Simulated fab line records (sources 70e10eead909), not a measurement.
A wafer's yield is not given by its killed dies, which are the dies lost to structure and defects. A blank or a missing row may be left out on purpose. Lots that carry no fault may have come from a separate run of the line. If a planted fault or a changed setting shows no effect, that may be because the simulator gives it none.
A lot that was struck, set against a sound lot :: flow nand_harc :: 15 out of 1302 route steps
Sound: the wafers L289.3, L289.4, L289.5. Struck: wafer L280.4; the same lot's L280.2 was not struck, so it is left out; see the end for the cause.
Each step with rows lists, per side, the tool, then ch with its chambers, then its first start. Under that, the readings that differ: sound wafers :: struck wafers :: difference of the means :: sigmas: that difference in standard deviations of wafers without a fault.
alike: words and numbers the same on both sides, and readings whose means are apart by under 2 such deviations; not compared: readings that were withheld, readings missing a value for some wafer, numbers with overlapping values and no deviation given by the record, and bounds like >300 which may hide the same value.
A row with sigmas, a row that says differs or no value, or rows on one side alone: a step with any of these is where the two part. When numbers do not overlap yet have no deviation, they are printed without sigmas and do not part them. A reading missing from all wafers of one side parts the sides only when that side holds two or more wafers.

first, 1 step without rows for these wafers: NHARC_A_CONTACT_ETCH_128 (etches the open film in C4F8/O2/Ar, time 197 s, target depth 1918 nm).
NHARC_A_CONTACT_ETCH_129: etches the open film in C4F8/O2/Ar, time 197 s, target depth 1918 nm.
  sound on har_cap_etch-03 ch 0,1, day 28 06:01; struck on har_cap_etch-02 ch 1, day 23 21:59
  alike: chamber_pressure_mTorr
  not compared: rf_hours_counter_h
then, 2 steps without rows for these wafers: NHARC_A_CONTACT_ETCH_130 (etches the open film in C4F8/O2/Ar, time 197 s, target depth 1918 nm); NHARC_A_CONTACT_ETCH_131 (etches the open film in C4F8/O2/Ar, time 197 s, target depth 1918 nm).
NHARC_A_CONTACT_ETCH_132: etches the open film in C4F8/O2/Ar, time 197 s, target depth 1924 nm.
  sound on har_cap_etch-03 ch 0,1, day 28 06:32; struck on har_cap_etch-02 ch 1, day 23 22:31
  alike: chamber_pressure_mTorr
  not compared: rf_hours_counter_h
NHARC_A_CONTACT_ETCH_133: etches the open film in C4F8/O2/Ar, time 374 s, target depth 1610 nm.
  sound on har_cap_etch-03 ch 0,1, day 28 06:48; struck on har_cap_etch-02 ch 1, day 23 22:44
  alike: chamber_pressure_mTorr
  not compared: rf_hours_counter_h
NHARC_A_CONTACT_ETCH_91: etches the open film in CH3F/O2, target depth 40 nm, time 85.7 s.
  sound on rie_diel-05 ch 1,2, day 28 07:26; struck on rie_diel-05 ch 2, day 23 23:28
reading: rf_vpp_V (V)
sound: 246.1 248.1 245.9
struck: 242.0
difference: -4.7
sigmas: -2

reading: showerhead_plenum_p_Torr (Torr)
sound: 2.53 2.66 2.53
struck: 2.27
difference: -0.30
sigmas: -2
  alike: chamber_pressure_mTorr, drypump_motor_current_A, oes_product_au, throttle_valve_pct
  not compared: rf_hours_counter_h
NHARC_A_CONTACT_ETCH_97: etches the open film in C4F6/O2, target depth 20 nm, time 10 s.
  sound on rie_diel-05 ch 0,2,3, day 28 07:37; struck on rie_diel-05 ch 3
  alike: chamber_pressure_mTorr, drypump_motor_current_A, oes_product_au, rf_vpp_V, showerhead_plenum_p_Torr, throttle_valve_pct
  not compared: rf_hours_counter_h
NHARC_A_CONTACT_CD_MEAS_80:
  sound: cd_sem-03 at day 28 07:41; struck: cd_sem-03 at day 23 23:41
  alike: cd_nm
then, 3 steps without rows for these wafers: NHARC_A_CONTACT_STRIP_103 (strips in N2/H2); NHARC_A_CONTACT_STRIP_104 (strips in CF4/CHF3); NHARC_A_CONTACT_STRIP_105 (strips in O2/COS).
NHARC_A_CONTACT_ETCH_106: etches the open film in CF4/O2, target depth 90 nm, overetch 9 nm, time 49.5 s.
  sound on rie_diel-08 ch 1,2, day 28 08:02; struck on rie_diel-05 ch 2, day 23 23:59
reading: oes_product_au (a.u.)
sound: 0.979 1.011 0.986
struck: 0.904
difference: -0.088
sigmas: -10
  alike: chamber_pressure_mTorr, drypump_motor_current_A, rf_vpp_V, showerhead_plenum_p_Torr, throttle_valve_pct
  not compared: rf_hours_counter_h
then, 1 step without rows for these wafers: NHARC_A_CONTACT_STRIP_82 (strips in O2).
-- record jumps: 2 days between struck wafers' starts before vs after; left off in module A_CONTACT, resumes in module END, first step shown is number 1302 of the route --
NHARC_END_SORT_01:
  here the record holds rows for the struck wafers (prober-01 ch 0, day 26 09:03) but none for the sound ones

WHERE THEY PART
Earliest at NHARC_A_CONTACT_ETCH_91; latest, in this record, at NHARC_END_SORT_01.

WHY: whatever the simulator had introduced
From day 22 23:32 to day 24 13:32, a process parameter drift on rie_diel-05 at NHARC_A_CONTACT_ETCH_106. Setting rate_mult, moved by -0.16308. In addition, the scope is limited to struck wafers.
